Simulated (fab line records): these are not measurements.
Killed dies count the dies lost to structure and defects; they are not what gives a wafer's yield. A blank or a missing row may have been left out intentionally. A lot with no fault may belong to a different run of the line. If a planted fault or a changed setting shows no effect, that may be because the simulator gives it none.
Chamber matching || flow nandHarc || NHARC_THIN_TSV_DESCUM_35 on rieDiel-02 has 4 sister chambers
The step chemistry O2, time 3 s. 7 wafers are shown with their chamber, then 7 later ones without.

## WAFERS WITH THEIR CHAMBER
{"wafer": "L416.3", "chamber": 2, "showerheadPlenumPTorr (Torr)": 1.78, "oesProductAu (a.u.)": 1.011}
{"wafer": "L418.6", "chamber": 1, "showerheadPlenumPTorr (Torr)": 1.79, "oesProductAu (a.u.)": 0.997}
{"wafer": "L419.2", "chamber": 2, "showerheadPlenumPTorr (Torr)": 1.78, "oesProductAu (a.u.)": 1.009}
{"wafer": "L419.3", "chamber": 0, "showerheadPlenumPTorr (Torr)": 2.05, "oesProductAu (a.u.)": 1.025}
{"wafer": "L419.4", "chamber": 3, "showerheadPlenumPTorr (Torr)": 1.78, "oesProductAu (a.u.)": 1.014}
{"wafer": "L433.1", "chamber": 3, "showerheadPlenumPTorr (Torr)": 1.78, "oesProductAu (a.u.)": 1.008}
{"wafer": "L433.2", "chamber": 0, "showerheadPlenumPTorr (Torr)": 2.04, "oesProductAu (a.u.)": 1.007}

## WAFERS WITHOUT THEIR CHAMBER
{"wafer": "L433.5", "showerheadPlenumPTorr (Torr)": 1.79, "oesProductAu (a.u.)": 1.013}
{"wafer": "L435.1", "showerheadPlenumPTorr (Torr)": 1.78, "oesProductAu (a.u.)": 0.999}
{"wafer": "L435.4", "showerheadPlenumPTorr (Torr)": 1.78, "oesProductAu (a.u.)": 1.010}
{"wafer": "L435.6", "showerheadPlenumPTorr (Torr)": 1.79, "oesProductAu (a.u.)": 1.018}
{"wafer": "L436.3", "showerheadPlenumPTorr (Torr)": 1.78, "oesProductAu (a.u.)": 1.014}
{"wafer": "L436.4", "showerheadPlenumPTorr (Torr)": 1.79, "oesProductAu (a.u.)": 1.012}
{"wafer": "L436.5", "showerheadPlenumPTorr (Torr)": 1.78, "oesProductAu (a.u.)": 1.010}

## THE CHAMBER EACH PASSED THROUGH
{"wafer": "L433.5", "from the rows above": "can't be placed: 1 or 3 or 2", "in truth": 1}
{"wafer": "L435.1", "from the rows above": "can't be placed: 2 or 3 or 1", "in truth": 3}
{"wafer": "L435.4", "from the rows above": "can't be placed: 2 or 3", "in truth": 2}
{"wafer": "L435.6", "from the rows above": "can't be placed: 3 or 2 or 1", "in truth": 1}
{"wafer": "L436.3", "from the rows above": "can't be placed: 3 or 2", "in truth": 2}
{"wafer": "L436.4", "from the rows above": "can't be placed: 1 or 3 or 2", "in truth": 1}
{"wafer": "L436.5", "from the rows above": "can't be placed: 2 or 3", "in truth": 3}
Correctly placed: 0 of 7. These rows do not allow placing 7 (true chamber among the candidates in 7). Number placed wrongly: 0.
How it was worked out, from the rows above alone: a wafer's distance from a chamber is the root of the sum, over the readings, of the square of ((its reading less the chamber's mean) divided by the reading's scatter). The wafer belongs to the nearest chamber; if the next one is less than 2 further off, it can't be placed. Each chamber's mean is taken over the wafers shown for it. The scatter: take each reading less its chamber's mean, square it, sum over the shown wafers, divide by the number of wafers less the number of chambers, and take the root.
